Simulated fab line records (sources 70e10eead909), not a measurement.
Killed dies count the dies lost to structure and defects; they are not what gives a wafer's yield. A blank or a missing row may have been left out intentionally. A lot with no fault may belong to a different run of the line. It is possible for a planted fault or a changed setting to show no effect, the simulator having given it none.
The tool behind it: which one? | flow nand_harc | 36 wafers from 12 lots sampled at 4 of the route's 1302 steps

## WHAT THE GAUGES SHOWED, per wafer
Not one reading of a measure or inspect step in the record can be checked against a usual standard deviation.

## WHICH TOOL RAN EACH LOT (tool, then ch and the chambers of the sampled wafers, then the start)
lot  | NHARC_A_SLIT_ETCH_24               | NHARC_A_WL_FILL_ALD_02              | NHARC_A_WL_FILL_CVD_03        | NHARC_A_WL_FILL_ETCHBACK_04
L977 | rie_diel-01 ch 0,3, day 20 04:32   | ald_metal-03 ch 0,2, day 20 17:54   | cvd_w-02 ch 0,1, day 20 18:29 | rie_metal-01 ch 0,1, day 20 18:53
L976 | rie_diel-12 ch 1,2, day 20 05:23   | ald_metal-03 ch 0,1,2, day 20 18:15 | cvd_w-01 ch 0,1, day 20 18:43 | rie_metal-02 ch 0,1, day 20 19:02
L980 | rie_diel-01 ch 1,3, day 21 00:58   | ald_metal-04 ch 1,3, day 21 14:40   | cvd_w-01 ch 0,1, day 21 15:08 | rie_metal-02 ch 0,1, day 21 15:29
L982 | rie_diel-12 ch 1,2, day 21 14:43   | ald_metal-03 ch 0,3, day 22 04:06   | cvd_w-01 ch 0,1, day 22 04:32 | rie_metal-02 ch 0,1, day 22 04:55
L985 | rie_diel-12 ch 2,3, day 23 07:06   | ald_metal-03 ch 0,1, day 23 20:31   | cvd_w-02 ch 0,1, day 23 21:01 | rie_metal-03 ch 0,1, day 23 21:21
L987 | rie_diel-05 ch 0,1,2, day 23 23:38 | ald_metal-04 ch 2,3, day 24 13:06   | cvd_w-01 ch 0,1, day 24 13:37 | rie_metal-01 ch 0,1, day 24 14:02
L989 | rie_diel-01 ch 0,1,3, day 25 13:52 | ald_metal-04 ch 0,1, day 26 06:04   | cvd_w-02 ch 0,1, day 26 06:38 | rie_metal-02 ch 0,1, day 26 07:00
L990 | rie_diel-01 ch 0,3, day 25 15:54   | ald_metal-03 ch 0,3, day 26 05:53   | cvd_w-02 ch 0,1, day 26 06:19 | rie_metal-01 ch 0,1, day 26 06:41
L994 | rie_diel-12 ch 0,1,2, day 27 10:19 | ald_metal-01 ch 0,2,3, day 28 01:22 | cvd_w-02 ch 0,1, day 28 01:48 | rie_metal-01 ch 0,1, day 28 02:10
L993 | rie_diel-01 ch 0,2,3, day 27 13:24 | ald_metal-03 ch 1,2,3, day 28 06:07 | cvd_w-02 ch 1, day 28 06:40   | rie_metal-02 ch 0,1, day 28 07:22
L998 | rie_diel-05 ch 2,3, day 28 13:20   | ald_metal-01 ch 0,2,3, day 29 02:53 | cvd_w-02 ch 0,1, day 29 03:19 | rie_metal-02 ch 0,1, day 29 03:41
L997 | rie_diel-12 ch 0,1,2, day 28 13:39 | ald_metal-03 ch 0,1, day 29 02:46   | cvd_w-01 ch 0,1, day 29 03:32 | rie_metal-03 ch 0,1, day 29 03:53
- NHARC_A_SLIT_ETCH_24: etches the open film in CF4/CHF3, target depth 121 nm, time 60.5 s.
- NHARC_A_WL_FILL_ALD_02: deposits TiN, target thk 2 nm, pulse time 3 s, ald cycles 100.
- NHARC_A_WL_FILL_CVD_03: deposits W, target thk 40 nm, time 279 s.
- NHARC_A_WL_FILL_ETCHBACK_04: etches the open film in NF3, target depth 60 nm, time 120 s.

## AS READ BY THE TOOLS THEMSELVES (means over the sampled wafers that have a number; for cases with no such wafer, the mark the record gives instead)
NHARC_A_SLIT_ETCH_24. Usual: value, then standard deviation, for each; cf4_flow_sccm 100.03 sccm / 0.29; drypump_motor_current_A 5.6 A / 0.38; mfc_ar_sccm 0.011 sccm / 0.013; oes_product_au 0.964 a.u. / 0.015; rf_vpp_V 371.7 V / 2.7; showerhead_plenum_p_Torr 1.61 Torr / 0.075; throttle_valve_pct 16.804 % / 0.0091.
lot  | tool        | cf4_flow_sccm (sccm) | drypump_motor_current_A (A) | mfc_ar_sccm (sccm) | oes_product_au (a.u.) | rf_vpp_V (V) | showerhead_plenum_p_Torr (Torr) | throttle_valve_pct (%) | flag
L977 | rie_diel-01 | 100.30               | 5.3                         | 0.022              | 0.967                 | 373.6        | 1.65                            | 16.804                 |
L976 | rie_diel-12 | 100.16               | 5.6                         | 0.003              | 0.959                 | 373.3        | 1.64                            | 16.799                 |
L980 | rie_diel-01 | 100.12               | 5.7                         | 0.028              | 0.963                 | 373.2        | 1.67                            | 16.808                 |
L982 | rie_diel-12 | 100.30               | 5.6                         | 0.003              | 0.965                 | 373.3        | 1.64                            | 16.806                 |
L985 | rie_diel-12 | 99.98                | 5.7                         | 0.005              | 0.967                 | 369.7        | 1.54                            | 16.800                 |
L987 | rie_diel-05 | 99.87                | 6.1                         | 0.013              | 0.967                 | 370.9        | 1.58                            | 16.809                 |
L989 | rie_diel-01 | 100.05               | 5.4                         | 0.020              | 0.968                 | 373.2        | 1.66                            | 16.809                 |
L990 | rie_diel-01 | 100.05               | 5.2                         | 0.022              | 0.925                 | 372.7        | 1.65                            | 16.800                 |
L994 | rie_diel-12 | 99.87                | 5.7                         | 0.003              | 0.970                 | 370.0        | 1.57                            | 16.813                 |
L993 | rie_diel-01 | 99.77                | 5.2                         | 0.017              | 0.970                 | 373.8        | 1.66                            | 16.805                 |
L998 | rie_diel-05 | 100.09               | 5.9                         | 0.003              | 0.965                 | 371.4        | 1.59                            | 16.797                 |
L997 | rie_diel-12 | 100.16               | 5.7                         | 0.003              | 0.947                 | 370.6        | 1.57                            | 16.803                 |

NHARC_A_WL_FILL_ALD_02. Usual: heater_power_w 1022 W, standard deviation 120; precursor_pulse_height_rel 1.000, standard deviation 0.019.
lot  | tool         | heater_power_w (W) | precursor_pulse_height_rel | flag
L977 | ald_metal-03 | 1033               | 0.989                      |
L976 | ald_metal-03 | 982                | 0.989                      |
L980 | ald_metal-04 | 1134               | 1.011                      |
L982 | ald_metal-03 | 990                | 0.993                      |
L985 | ald_metal-03 | 941                | 1.004                      |
L987 | ald_metal-04 | 1091               | 0.987                      |
L989 | ald_metal-04 | 1146               | 1.006                      |
L990 | ald_metal-03 | 988                | 1.010                      |
L994 | ald_metal-01 | 1024               | 0.983                      |
L993 | ald_metal-03 | 978                | 1.002                      |
L998 | ald_metal-01 | 1020               | 0.994                      |
L997 | ald_metal-03 | 909                | 1.014                      |

NHARC_A_WL_FILL_CVD_03. Usual: chamber_pressure_Torr 40.01 Torr, standard deviation 0.089; heater_power_w 498 W, standard deviation 64; mfc_ar_sccm 1560 sccm, standard deviation 4.3; throttle_valve_pct 8.0 %, standard deviation 0.33.
lot  | tool     | chamber_pressure_Torr (Torr) | heater_power_w (W) | mfc_ar_sccm (sccm) | throttle_valve_pct (%) | flag
L977 | cvd_w-02 | 40.03                        | 450                | 1560               | 8.2                    |
L976 | cvd_w-01 | 40.08                        | 541                | 1558               | 7.7                    |
L980 | cvd_w-01 | 40.00                        | 569                | 1557               | 7.8                    |
L982 | cvd_w-01 | 40.03                        | 574                | 1561               | 8.0                    |
L985 | cvd_w-02 | 40.14                        | 448                | 1558               | 7.9                    |
L987 | cvd_w-01 | 40.01                        | 571                | 1560               | 7.8                    |
L989 | cvd_w-02 | 39.93                        | 458                | 1562               | 8.1                    |
L990 | cvd_w-02 | 39.96                        | 453                | 1559               | 8.3                    |
L994 | cvd_w-02 | 40.11                        | 439                | 1554               | 8.0                    |
L993 | cvd_w-02 | 39.90                        | 457                | 1552               | 8.1                    |
L998 | cvd_w-02 | 40.00                        | 450                | 1562               | 8.0                    |
L997 | cvd_w-01 | 39.97                        | 548                | 1560               | 7.9                    |

NHARC_A_WL_FILL_ETCHBACK_04. Usual: drypump_motor_current_A 5.79 A, standard deviation 0.25; oes_product_au 1.003 a.u., standard deviation 0.0076; run_length_s 141.0 s, standard deviation 0.49.
lot  | tool         | drypump_motor_current_A (A) | oes_product_au (a.u.) | run_length_s (s) | flag
L977 | rie_metal-01 | 5.58                        | 1.007                 | 141.2            |
L976 | rie_metal-02 | 5.86                        | 1.011                 | 140.7            |
L980 | rie_metal-02 | 5.86                        | 1.003                 | 141.0            |
L982 | rie_metal-02 | 5.69                        | 0.998                 | 140.6            |
L985 | rie_metal-03 | 5.94                        | 1.002                 | 141.6            |
L987 | rie_metal-01 | 5.61                        | 1.000                 | 141.2            |
L989 | rie_metal-02 | 5.67                        | 1.004                 | 140.6            |
L990 | rie_metal-01 | 5.60                        | 1.004                 | 127.7            | OFF
L994 | rie_metal-01 | 5.58                        | 1.003                 | 134.2            | OFF
L993 | rie_metal-02 | 5.85                        | 1.012                 | 140.9            |
L998 | rie_metal-02 | 5.84                        | 0.999                 | 140.7            |
L997 | rie_metal-03 | 5.93                        | 1.012                 | 141.4            |

## THE ANSWER, worked out from the rows above alone
Rule: a lot is off if the mean of its wafers that have a number lies more than 3 standard deviations from the usual mean. A lot without any number at a reading at which 4 lots or more have one is off too. Where the step has rows for the other lots, those lots are counted as sound. The gauges are gone through in route order, then the tools' own readings, and for those a lot's mean is taken as printed above. The first step at which some lot is off is used, and at that step the reading that is off furthest; a lot without a number counts as furthest.
Off at NHARC_A_WL_FILL_ETCHBACK_04 (run_length_s): L990, L994.
A tool fits if, at that step or a process step before it, it ran every lot that is off, and no sound lot after the first of them. One fits: rie_metal-01 at NHARC_A_WL_FILL_ETCHBACK_04. Its last sound lot is L987 (day 24 14:02), its first lot that is off L990 (day 26 06:41): a fault that began between those two fits.
On the lots that are off, the tool's own readings at NHARC_A_WL_FILL_ETCHBACK_04 differ by more than 5 times the standard deviation of the sound lots' means, which bears it out; run_length_s reads 130.9 s there versus 141.0 s on the sound lots.

## WHAT WAS PUT IN BY THE SIMULATOR
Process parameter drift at NHARC_A_WL_FILL_ETCHBACK_04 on rie_metal-01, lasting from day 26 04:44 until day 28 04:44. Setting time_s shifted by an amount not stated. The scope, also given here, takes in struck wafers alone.
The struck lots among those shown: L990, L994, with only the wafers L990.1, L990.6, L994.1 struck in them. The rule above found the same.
